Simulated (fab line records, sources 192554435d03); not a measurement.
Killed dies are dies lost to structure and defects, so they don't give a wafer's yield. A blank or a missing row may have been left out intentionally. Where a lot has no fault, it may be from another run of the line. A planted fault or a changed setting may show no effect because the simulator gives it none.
One fault through the eyes of 2 desks ; flow n5Finfet ; each desk has only its own numbers; what lay behind them comes last

== THE TOOL OWNER'S DESK: rieDiel-04 ==
The tool's own readings at N5_GATE_CUT_ETCH_28 (etches underlayer in N2/H2, target depth 13 nm, time 10.4 s): means of the sampled wafers that have a number, for each lot that ran on this tool. The brackets show how far a lot's mean lies from the usual mean; more than 4 standard deviations puts the lot out of limits, marked OUT.
Columns: A = drypumpMotorCurrentA at N5_GATE_CUT_ETCH_28, usual 5.8 A; B = etchRfOnTimeS at N5_GATE_CUT_ETCH_28, usual 10.35 s; C = h2FlowSccm at N5_GATE_CUT_ETCH_28, usual 199.9 sccm; D = oesProductAu at N5_GATE_CUT_ETCH_28, usual 0.66 a.u.; E = rfVppV at N5_GATE_CUT_ETCH_28, usual 523.6 V; F = showerheadPlenumPTorr at N5_GATE_CUT_ETCH_28, usual 2.53 Torr; G = throttleValvePct at N5_GATE_CUT_ETCH_28, usual 17.90 %
lot;first seen here;A;B;C;D;E;F;G
L833;day 5 06:58;5.5;10.29;199.8;0.67;523.1;2.51;18.00
L834;day 5 08:18;5.2;10.07;199.7;0.71;523.5;2.53;17.99
L844;day 7 23:31;5.5;12.91 (+12) OUT;199.9;0.61;525.1;2.54;18.00
L846;day 8 08:21;5.7;13.39 (+14) OUT;199.9;0.64;524.9;2.58;17.80
This desk finds L844, L846 out of limits, L844 being first, at day 7 23:31 (etchRfOnTimeS at N5_GATE_CUT_ETCH_28). L833, L834: within limits.

== AT THE METROLOGY DESK ==
Means of the sampled wafers that have a number, per lot and without regard to the tool the lot ran on: this is what the gauges read. The brackets show how far a lot's mean lies from the usual mean; more than 4 standard deviations puts the lot out of limits, marked OUT. Readings shown: 7 of its 10, picked as those furthest out on some lot.
Columns: A = DIBL_P at N5_BEOL_M4_RC_MEAS_101, usual 36.6 mV/V; B = IOFF_N at N5_BEOL_M4_RC_MEAS_101, usual 0.160 nA/um; C = IOFF_P at N5_BEOL_M4_RC_MEAS_101, usual 0.210 nA/um; D = ION_N at N5_BEOL_M4_RC_MEAS_101, usual 677 uA/um; E = ION_P at N5_BEOL_M4_RC_MEAS_101, usual 464 uA/um; F = VT_N at N5_BEOL_M4_RC_MEAS_101, usual 249.1 mV; G = VT_P at N5_BEOL_M4_RC_MEAS_101, usual -250 mV
lot;first seen here;A;B;C;D;E;F;G
L833;day 8 13:53;37.0;0.148;0.220;683;476;250.0;-247
L834;day 9 08:46;35.7;0.171;0.215;686;470;247.2;-248
L841;day 10 22:44;35.4;0.146;0.189;668;460;250.0;-251
L844;day 11 22:25;37.7;0.174;0.202;683;462;247.5;-252
L845;day 11 22:29;37.7;0.195;0.266;676;472;244.8;-245
L846;day 12 15:07;36.7;0.169;0.207;680;462;248.0;-252
L853;day 13 07:43;34.1;0.133;0.210;665;464;251.0;-249
L854;day 14 16:33;36.4;0.160;0.219;679;467;246.5;-247
Result from this desk: across the 8 lots, nothing is out of limits.

== BROUGHT TOGETHER ==
An alarm could have come from the tool owner's desk at day 7 23:31, on L844, L846.
Metrology desk: nothing out of limits seen.
The metrology desk holds a record of L844, L846, inside its limits.
Every lot named ran N5_GATE_CUT_ETCH_28 on rieDiel-04.

== WHAT THE SIMULATOR HAD INSERTED ==
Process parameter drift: rieDiel-04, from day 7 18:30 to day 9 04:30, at N5_GATE_CUT_ETCH_28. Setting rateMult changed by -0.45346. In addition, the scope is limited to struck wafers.
Shown lots that were struck: L844, L846.
Each desk's first reading out of limits, in hours after the fault started: the tool owner's desk, 5.
